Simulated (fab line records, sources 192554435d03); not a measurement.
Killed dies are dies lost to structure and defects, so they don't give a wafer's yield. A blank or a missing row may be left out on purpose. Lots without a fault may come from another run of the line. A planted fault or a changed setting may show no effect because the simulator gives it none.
fab line records | flow n5_finfet
record lots=11 wafers=33 last_day=18
route steps=1938 shown MOL_CONTACT_COAG@592 BEOL_M0_SAQP@633 BEOL_M4@1111
lots that met no fault: from a run of the same line without faults
start_h: hours from the record's first day to the start of the lot's first wafer shown | wait_h: hours since the lot's step before | " the same as in the row above | L1.1+2: a row that stands for several wafers | - no value, or no start given | * or withheld: withheld | < > ~ a bound
route shown NAME@n: a module of which the file shows steps, and the number in the route of the first | usual: mean/standard deviation of fault-free wafers | same: alike in all rows | chamber/n: place in a boat | sites: the reading at each site | _std_site: their standard deviation | _edge_site: outer sites' mean less inner sites' | radius_mm: how far each site lies from the wafer's centre | mask NAME#n: copy n | behind: the tool/chamber that last shaped the wafer | hold: why the lot was held/for how many hours/how that ended | device: the transistor (n, p or np) that didn't switch | end of line: the same wafers' tests at the end of the route | a step without rows: its recipe alone | killed: dies lost to structure and defects at the first sort, not the wafer's yield | map: a wafer's dies, x killed, . not, _ none there
set.NAME: the setting as run; set.NAME@STEP: as run at that earlier step | model.NAME: the simulator's own value behind a step, which no gauge read
steps of the route over a sample of lots; a table a step, a row a wafer
services: from which hour (start_h, from the record's first day; less than 0 if before it) a tool's chamber was out of use, for how many hours, and why
## steps
# step N5_MOL_CONTACT_COAG_CD_MEAS_137
# recipe target_cd_nm=16
# usual cd_nm=16.0/0.39
# columns lot.wafer tool chamber start_h wait_h cd_nm
L809.3 cd_sem-02 - 107.17 0.0 15.7
L809.4 " - " " 15.9
L809.6 " - " " 15.6
L810.2 cd_sem-01 - 113.30 0.0 16.7
L810.3 " - " " 16.1
L810.5 " - " " 15.5
L811.2 cd_sem-01 - 119.99 0.0 16.0
L811.3 " - " " 16.8
L811.5 " - " " 16.4
L814.2 cd_sem-02 - 134.95 0.0 16.5
L814.3 " - " " 16.4
L814.5 " - " " 16.1
L815.2 cd_sem-02 - 143.15 0.0 16.6
L815.5 " - " " 16.3
L815.6 " - " " 15.7
L816.1 cd_sem-01 - 149.24 0.0 15.9
L816.2 " - " " 15.8
L816.3 " - " " 16.9
L818.2 cd_sem-01 - 160.78 0.0 15.6
L818.3 " - " " 16.2
L818.4 " - " " 16.0
L828.2 cd_sem-03 - 219.29 0.0 15.9
L828.3 " - " " 15.9
L828.6 " - " " 15.8
L829.1 cd_sem-02 - 226.71 0.0 15.8
L829.3 " - " " 15.3
L829.5 " - " " 15.7
L830.1 cd_sem-01 - 235.96 0.0 15.8
L830.2 " - " " 16.1
L830.5 " - " " 15.8
L831.1 cd_sem-03 - 238.74 0.0 15.9
L831.2 " - " " 16.0
L831.4 " - " " 15.5
# step N5_MOL_CONTACT_COAG_OVL_MEAS_41
# recipe points_per_wafer=522
# usual VD_OVL=-0.2/0.57
# columns lot.wafer tool chamber start_h wait_h VD_OVL[nm]
L809.3 overlay-02 0 107.53 0.0 0.1
L809.4 " 0 " " 0.7
L809.6 " 0 " " 0.9
L810.2 overlay-01 0 113.65 0.0 -0.3
L810.3 " 0 " " -0.4
L810.5 " 0 " " -0.4
L811.2 overlay-02 0 120.35 0.0 -1.4
L811.3 " 0 " " -0.9
L811.5 " 0 " " -0.5
L814.2 overlay-02 0 135.43 0.0 -0.5
L814.3 " 0 " " 0.0
L814.5 " 0 " " 0.0
L815.2 overlay-01 0 143.63 0.0 -0.4
L815.5 " 0 " " 0.4
L815.6 " 0 " " -0.1
L816.1 overlay-01 0 149.59 0.0 -0.4
L816.2 " 0 " " 0.4
L816.3 " 0 " " 0.8
L818.2 overlay-01 0 161.13 0.0 -0.6
L818.3 " 0 " " -0.2
L818.4 " 0 " " -0.7
L828.2 overlay-02 0 219.64 0.0 -0.3
L828.3 " 0 " " 1.4
L828.6 " 0 " " -0.5
L829.1 overlay-02 0 227.19 0.0 -0.1
L829.3 " 0 " " 0.0
L829.5 " 0 " " -0.2
L830.1 overlay-01 0 236.31 0.0 -0.2
L830.2 " 0 " " -0.4
L830.5 " 0 " " 0.4
L831.1 overlay-02 0 239.09 0.0 0.7
L831.2 " 0 " " -0.1
L831.4 " 0 " " -0.4
# step N5_MOL_CONTACT_COAG_CVD_140
# recipe material=W target_thk_a=665 mode=selective_fill temp_c=300 time_s=215
# usual heater_power_w=511/38 run_length_s=286.0/0.43
# columns lot.wafer tool chamber start_h wait_h heater_power_w run_length_s
L809.3 cvd_w-01 0 108.89 0.1 534 285.5
L809.4 " 1 " " 465 285.5
L809.6 " 0 " " 545 285.6
L810.2 cvd_w-01 1 114.75 0.1 463 285.8
L810.3 " 1 " " 462 285.6
L810.5 " 1 " " 465 286.3
L811.2 cvd_w-01 0 121.71 0.1 534 285.5
L811.3 " 1 " " 462 285.6
L811.5 " 0 " " 536 285.6
L814.2 cvd_w-02 1 136.48 0.1 560 286.9
L814.3 " 0 " " 490 286.5
L814.5 " 1 " " 562 286.8
L815.2 cvd_w-01 1 144.85 0.1 459 285.6
L815.5 " 0 " " 527 286.2
L815.6 " 1 " " 466 371.2
L816.1 cvd_w-02 1 150.65 0.1 564 286.8
L816.2 " 0 " " 493 285.8
L816.3 " 1 " " 555 286.7
L818.2 cvd_w-01 1 162.17 0.1 461 286.1
L818.3 " 0 " " 548 371.0
L818.4 " 1 " " 463 285.6
L828.2 cvd_w-01 0 220.82 0.1 537 286.2
L828.3 " 0 " " 537 285.6
L828.6 " 0 " " 539 285.8
L829.1 cvd_w-02 0 228.24 0.1 502 285.6
L829.3 " 1 " " 543 286.5
L829.5 " 0 " " 499 285.7
L830.1 cvd_w-02 0 237.50 0.1 490 286.1
L830.2 " 1 " " 570 286.4
L830.5 " 1 " " 576 286.7
L831.1 cvd_w-01 1 240.17 0.1 457 285.5
L831.2 " 0 " " 555 285.9
L831.4 " 1 " " 470 285.7
# step N5_BEOL_M0_SAQP_ILD_DEP_01
# recipe material=SiOC target_thk_a=454.19 temp_c=350 precursor=DEMS/O2 pressure_torr=5 rf_w=500 time_s=8.7
# usual heater_power_w=440/57 showerhead_plenum_p_Torr=5.692/0.013 throttle_valve_pct=11.9/1
# same time_s=8.7
# columns lot.wafer tool chamber start_h wait_h heater_power_w showerhead_plenum_p_Torr throttle_valve_pct
L809.3 pecvd-01 2 112.85 0.0 356 5.728 10.4
L809.4 " 2 " " 352 5.703 10.6
L809.6 " 1 " " 367 5.691 11.2
L810.2 pecvd-04 1 118.79 0.0 521 5.700 13.5
L810.3 " 2 " " 463 5.692 10.9
L810.5 " 1 " " 538 5.700 14.1
L811.2 pecvd-01 2 125.73 0.0 314 5.720 10.3
L811.3 " 1 " " 385 5.683 11.2
L811.5 " 0 " " 460 5.695 11.9
L814.2 pecvd-04 2 140.50 0.0 453 5.681 10.9
L814.3 " 0 " " 460 5.693 12.5
L814.5 " 1 " " 481 5.705 13.6
L815.2 pecvd-01 2 148.88 0.0 361 5.713 10.5
L815.5 " 2 " " 360 5.721 10.4
L815.6 " 1 " " 385 5.679 11.5
L816.1 pecvd-01 2 154.70 0.0 386 5.714 10.4
L816.2 " 0 " " 457 5.693 11.5
L816.3 " 1 " " 377 5.678 11.1
L818.2 pecvd-02 1 168.30 0.0 451 5.702 12.1
L818.3 " 0 " " 505 5.690 10.9
L818.4 " 0 " " 498 5.690 10.8
L828.2 pecvd-04 2 225.05 0.0 473 5.683 11.1
L828.3 " 1 " " 480 5.693 13.5
L828.6 " 0 " " 442 5.702 12.8
L829.1 pecvd-02 1 232.40 0.0 468 5.697 12.4
L829.3 " 0 " " 438 5.700 10.9
L829.5 " 0 " " 432 5.695 11.1
L830.1 pecvd-04 2 241.53 0.0 444 5.681 11.1
L830.2 " 0 " " 477 5.696 12.6
L830.5 " 1 " " 508 5.697 13.7
L831.1 pecvd-04 1 244.54 0.0 576 5.691 13.6
L831.2 " 0 " " 475 5.689 12.5
L831.4 " 1 " " 567 5.691 13.5
# step N5_BEOL_M4_RC_MEAS_101
# usual DIBL_N=37.1/2.4 DIBL_P=37/3 IOFF_N=0.18/0.053 IOFF_P=0.21/0.05 ION_N=674/14 ION_P=459/9.2 SS_N=72.1/0.9 SS_P=73.4/0.89 VT_N=250/3.8 VT_P=-251/3.7
# columns lot.wafer tool chamber start_h wait_h DIBL_N[mV/V] DIBL_P[mV/V] IOFF_N[nA/um] IOFF_P[nA/um] ION_N[uA/um] ION_P[uA/um] SS_N[mV/dec] SS_P[mV/dec] VT_N[mV] VT_P[mV]
L809.3 prober-01 0 182.98 0.3 39.5 40 0.21 0.29 680 466 72.7 74.0 248 -246
L809.4 " 0 " " 36.7 37 0.15 0.22 671 461 71.6 73.3 251 -251
L809.6 " 0 " " 34.4 33 0.13 0.17 654 450 71.9 71.9 255 -253
L810.2 prober-02 0 200.38 0.2 35.7 35 0.16 0.22 671 464 71.8 72.9 249 -249
L810.3 " 0 " " 37.7 36 0.19 0.22 677 461 72.6 73.0 251 -249
L810.5 " 0 " " 34.8 34 0.14 0.18 656 455 71.9 72.3 253 -249
L811.2 prober-01 0 205.80 0.2 37.7 39 0.20 0.25 688 467 71.6 73.7 248 -248
L811.3 " 0 " " 36.7 37 0.19 0.23 681 464 72.0 72.7 245 -248
L811.5 " 0 " " 37.9 38 0.20 0.23 664 453 73.0 73.8 247 -248
L814.2 prober-01 0 210.38 0.2 37.7 40 0.19 0.22 671 459 72.5 74.4 250 -251
L814.3 " 0 " " 34.9 36 0.13 0.18 657 450 71.4 73.3 253 -253
L814.5 " 0 " " 36.0 36 0.16 0.18 679 457 72.1 72.9 250 -254
L815.2 prober-02 0 213.79 0.2 36.1 34 0.14 0.20 674 464 72.4 72.6 252 -250
L815.5 " 0 " " 33.4 31 0.11 0.16 656 453 71.2 71.6 256 -252
L815.6 " 0 " " 36.5 36 0.15 0.22 677 474 72.2 73.4 253 -250
L816.1 prober-01 0 232.04 0.0 33.4 31 0.11 0.15 663 456 70.8 72.4 256 -254
L816.2 " 0 " " 39.3 38 0.22 0.24 685 465 72.2 73.3 247 -249
L816.3 " 0 " " 36.0 34 0.14 0.18 661 443 71.0 72.4 254 -253
L818.2 prober-02 0 234.89 0.2 37.4 35 0.20 0.18 679 453 72.4 73.6 248 -253
L818.3 " 0 " " 37.3 39 0.17 0.22 670 455 71.4 74.0 251 -252
L818.4 " 0 " " 38.5 39 0.20 0.22 672 449 73.4 74.6 250 -251
L828.2 prober-02 0 288.24 0.2 41.6 41 0.28 0.27 683 463 73.6 75.0 243 -248
L828.3 " 0 " " 35.2 35 0.14 0.17 651 446 71.9 72.9 255 -255
L828.6 " 0 " " 39.3 38 0.24 0.23 682 461 73.2 74.9 247 -251
L829.1 prober-02 0 309.30 0.0 32.5 33 0.12 0.14 665 453 71.2 72.1 252 -255
L829.3 " 0 " " 36.1 37 0.17 0.18 690 459 71.7 72.8 249 -255
L829.5 " 0 " " 37.3 39 0.21 0.22 697 464 72.5 74.6 244 -252
L830.1 prober-01 0 309.62 0.0 36.6 37 0.17 0.18 682 459 72.2 72.7 251 -256
L830.2 " 0 " " 34.7 35 0.14 0.16 665 446 71.2 73.3 251 -255
L830.5 " 0 " " 34.5 35 0.14 0.16 670 458 70.7 73.3 252 -258
L831.1 prober-01 0 312.45 0.0 34.9 35 0.13 0.16 662 456 71.0 73.0 254 -253
L831.2 " 0 " " 37.6 38 0.16 0.19 662 448 71.7 73.5 254 -253
L831.4 " 0 " " 37.8 39 0.19 0.22 681 460 71.8 73.7 249 -252
## services
# columns tool chamber start_h hours kind
pecvd-01 - 90.03 14.6 pm
pecvd-04 2 98.38 2.1 scheduled_down
cvd_w-01 - 110.32 0.5 repair
pecvd-01 - 161.94 0.6 repair
pecvd-04 - 162.24 0.8 repair
cvd_w-01 1 184.27 8.4 repair
pecvd-04 0 198.47 5.0 repair
pecvd-01 - 222.27 2.8 pm
pecvd-04 2 228.18 5.5 scheduled_down
pecvd-01 0 237.40 3.7 repair
pecvd-02 2 242.89 5.5 scheduled_down
## key
first_sign step=N5_MOL_CONTACT_COAG_CVD_140 reading=run_length_s direction=up sigmas=99+ usual=* struck=*
effect none on later readings
met_at N5_MOL_CONTACT_COAG_CVD_140
struck_lots L815,L818
struck_wafers L815.6,L818.3
not_acting_at N5_MOL_CONTACT_COAG_CD_MEAS_137,N5_MOL_CONTACT_COAG_OVL_MEAS_41,N5_BEOL_M0_SAQP_ILD_DEP_01
onset_between 121.71 144.85
fault kind=process_parameter_drift tool=cvd_w-01 chamber=- onset_h=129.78 steps=N5_MOL_CONTACT_COAG_CVD_140 channel=time_s offset=* shape=step end_h=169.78 scope=struck_wafers_only acts_in=* stated=*
